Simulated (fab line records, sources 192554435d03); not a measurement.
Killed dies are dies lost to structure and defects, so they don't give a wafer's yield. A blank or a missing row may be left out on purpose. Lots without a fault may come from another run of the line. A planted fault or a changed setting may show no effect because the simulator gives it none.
Chamber matching | flow n5_finfet | N5_BEOL_M6_CMP_52 on cmp-04: 4 sister chambers
The step polishes, stops on SiCOH lowk, t overpolish 6.9 s, target thk 80 nm. 4 wafers are shown with their chamber, then 7 later ones without.

WAFERS WITH THEIR CHAMBER
wafer  | chamber | time_to_endpoint_s (s)
L079.3 | 0       | 65.7
L086.4 | 2       | 56.6
L090.3 | 1       | 66.6
L090.4 | 3       | 66.8

WAFERS WITHOUT THEIR CHAMBER
wafer  | time_to_endpoint_s (s)
L090.6 | 62.9
L093.4 | 62.5
L093.5 | 55.9
L093.6 | 64.3
L097.1 | 65.4
L097.3 | 62.0
L097.5 | 58.0

WHICH CHAMBER EACH WENT THROUGH
wafer  | from the rows above               | in truth
L090.6 | can't be placed: 0 or 1 or 3 or 2 | 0
L093.4 | can't be placed: 0 or 1 or 3 or 2 | 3
L093.5 | 2                                 | 2
L093.6 | can't be placed: 0 or 1 or 3      | 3
L097.1 | can't be placed: 0 or 1 or 3      | 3
L097.3 | can't be placed: 0 or 1 or 3 or 2 | 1
L097.5 | 2                                 | 2
Placed correctly: 2 of 7. Can't be placed from these rows: 5 (the true chamber is among the candidates in 5). Placed wrongly: 0.
How it was worked out, from the rows above alone: a wafer's distance from a chamber is the root of the sum, over the readings, of the square of ((its reading less the chamber's mean) divided by the reading's scatter). The wafer belongs to the nearest chamber; if the next one is less than 2 further off, it can't be placed. A chamber's mean is the mean of its shown wafers. The scatter: with one shown wafer a chamber, the root of the mean of the squares of how far each hidden wafer lies from its nearest shown one.
